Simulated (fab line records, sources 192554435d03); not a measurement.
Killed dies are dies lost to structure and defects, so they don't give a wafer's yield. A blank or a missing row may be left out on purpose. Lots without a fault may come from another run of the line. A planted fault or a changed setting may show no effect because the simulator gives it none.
Chamber matching | flow n5_finfet | N5_PMOS_HMC_CHANNEL_EPI_ETCH_38 on rie_si-05: 4 sister chambers
The step etches SiO2 in CF4, target depth 1.5 nm. 8 wafers are shown with their chamber, then 9 later ones without.

WAFERS WITH THEIR CHAMBER
wafer  | chamber | throttle_valve_pct (%) | drypump_motor_current_A (A)
L079.3 | 3       | 22.05                  | 5.0
L079.5 | 3       | 22.06                  | 5.1
L088.1 | 1       | 21.55                  | 6.0
L088.4 | 0       | 21.57                  | 5.7
L088.5 | 2       | 21.78                  | 5.4
L090.2 | 2       | 21.79                  | 5.4
L090.3 | 0       | 21.57                  | 5.7
L090.5 | 1       | 21.57                  | 6.0

WAFERS WITHOUT THEIR CHAMBER
wafer  | throttle_valve_pct (%) | drypump_motor_current_A (A)
L093.3 | 21.57                  | 6.0
L093.5 | 21.59                  | 6.0
L093.6 | 21.81                  | 5.4
L097.1 | 21.80                  | 5.5
L097.2 | 21.58                  | 5.6
L097.3 | 22.03                  | 5.0
L097.4 | 21.57                  | 6.0
L097.5 | 21.59                  | 5.6
L097.6 | 22.04                  | 5.1

WHICH CHAMBER EACH WENT THROUGH
wafer  | from the rows above | in truth
L093.3 | 1                   | 1
L093.5 | 1                   | 1
L093.6 | 2                   | 2
L097.1 | 2                   | 2
L097.2 | 0                   | 0
L097.3 | 3                   | 3
L097.4 | 1                   | 1
L097.5 | 0                   | 0
L097.6 | 3                   | 3
Placed correctly: 9 of 9. Can't be placed from these rows: 0. Placed wrongly: 0.
How it was worked out, from the rows above alone: a wafer's distance from a chamber is the root of the sum, over the readings, of the square of ((its reading less the chamber's mean) divided by the reading's scatter). The wafer belongs to the nearest chamber; if the next one is less than 2 further off, it can't be placed. A chamber's mean is the mean of its shown wafers. The scatter: the root of (the sum of the squares of (reading less its chamber's mean) over the shown wafers, divided by (wafers less chambers)).
